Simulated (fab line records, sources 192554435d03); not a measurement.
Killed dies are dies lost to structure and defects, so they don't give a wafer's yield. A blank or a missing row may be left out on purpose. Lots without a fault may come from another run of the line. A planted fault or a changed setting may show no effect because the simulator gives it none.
Chamber matching | flow n5_finfet | N5_BEOL_M12_ILD_DEP_00 on pecvd-04: 3 sister chambers
The step deposits SiOC from DEMS/O2, target thk 658.92 nm, time 130.7 s. 6 wafers are shown with their chamber, then 11 later ones without.

WAFERS WITH THEIR CHAMBER
wafer  | chamber | throttle_valve_pct (%) | showerhead_plenum_p_Torr (Torr)
L081.1 | 1       | 12.2                   | 5.687
L085.1 | 1       | 12.0                   | 5.686
L093.2 | 0       | 12.3                   | 5.718
L093.3 | 2       | 11.5                   | 5.705
L093.5 | 2       | 11.7                   | 5.702
L091.1 | 0       | 12.9                   | 5.704

WAFERS WITHOUT THEIR CHAMBER
wafer  | throttle_valve_pct (%) | showerhead_plenum_p_Torr (Torr)
L091.2 | 12.3                   | 5.687
L091.4 | 11.5                   | 5.706
L090.4 | 12.4                   | 5.692
L090.5 | 11.6                   | 5.708
L090.6 | 12.5                   | 5.715
L092.4 | 12.4                   | 5.691
L092.5 | 11.7                   | 5.696
L092.6 | 12.6                   | 5.716
L095.1 | 11.6                   | 5.718
L095.3 | 12.8                   | 5.716
L095.5 | 12.5                   | 5.714

WHICH CHAMBER EACH WENT THROUGH
wafer  | from the rows above     | in truth
L091.2 | 1                       | 1
L091.4 | 2                       | 2
L090.4 | can't be placed: 1 or 0 | 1
L090.5 | 2                       | 2
L090.6 | 0                       | 0
L092.4 | 1                       | 1
L092.5 | can't be placed: 2 or 1 | 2
L092.6 | 0                       | 0
L095.1 | can't be placed: 2 or 0 | 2
L095.3 | 0                       | 0
L095.5 | 0                       | 0
Placed correctly: 8 of 11. Can't be placed from these rows: 3 (the true chamber is among the candidates in 3). Placed wrongly: 0.
How it was worked out, from the rows above alone: a wafer's distance from a chamber is the root of the sum, over the readings, of the square of ((its reading less the chamber's mean) divided by the reading's scatter). The wafer belongs to the nearest chamber; if the next one is less than 2 further off, it can't be placed. A chamber's mean is the mean of its shown wafers. The scatter: the root of (the sum of the squares of (reading less its chamber's mean) over the shown wafers, divided by (wafers less chambers)).
